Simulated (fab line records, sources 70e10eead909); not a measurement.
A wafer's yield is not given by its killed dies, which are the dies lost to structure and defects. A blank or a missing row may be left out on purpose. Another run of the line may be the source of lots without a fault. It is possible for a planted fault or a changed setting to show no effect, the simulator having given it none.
Chamber matching :: flow nandHarc :: NHARC_P_M1_PRE_CLEAN_32 on pecvd-01: 3 sister chambers
The step time 12 s. 6 wafers are shown with their chamber, then 8 later ones without.

== WAFERS WITH THEIR CHAMBER ==
wafer: L081.1
chamber: 2
heaterPowerW (W): 635

wafer: L081.6
chamber: 0
heaterPowerW (W): 657

wafer: L089.2
chamber: 2
heaterPowerW (W): 570

wafer: L089.5
chamber: 0
heaterPowerW (W): 665

wafer: L089.6
chamber: 1
heaterPowerW (W): 646

wafer: L090.1
chamber: 1
heaterPowerW (W): 715

== WAFERS WITHOUT THEIR CHAMBER ==
wafer: L090.4
heaterPowerW (W): 722

wafer: L090.5
heaterPowerW (W): 652

wafer: L095.2
heaterPowerW (W): 652

wafer: L095.5
heaterPowerW (W): 668

wafer: L095.6
heaterPowerW (W): 683

wafer: L096.1
heaterPowerW (W): 689

wafer: L096.3
heaterPowerW (W): 655

wafer: L096.6
heaterPowerW (W): 642

== WHICH CHAMBER EACH WENT THROUGH ==
wafer: L090.4
from the rows above: can't be placed: 1 or 0
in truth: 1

wafer: L090.5
from the rows above: can't be placed: 0 or 1 or 2
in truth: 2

wafer: L095.2
from the rows above: can't be placed: 0 or 1 or 2
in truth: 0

wafer: L095.5
from the rows above: can't be placed: 0 or 1 or 2
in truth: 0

wafer: L095.6
from the rows above: can't be placed: 1 or 0
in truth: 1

wafer: L096.1
from the rows above: can't be placed: 1 or 0
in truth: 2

wafer: L096.3
from the rows above: can't be placed: 0 or 1 or 2
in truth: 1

wafer: L096.6
from the rows above: can't be placed: 0 or 1 or 2
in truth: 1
Placed correctly: 0 of 8. Not placeable from these rows: 8 (in 7, the candidates include the true chamber). 0 placed wrongly.
How it was worked out, from the rows above alone: a wafer's distance from a chamber is the root of the sum, over the readings, of the square of ((its reading less the chamber's mean) divided by the reading's scatter). If the next closest chamber is less than 2 further off than the closest, the wafer can't be placed; otherwise it belongs to the closest. For every chamber, the mean is computed from those of its wafers that are shown. The scatter: the root of (the sum of the squares of (reading less its chamber's mean) over the shown wafers, divided by (wafers less chambers)).
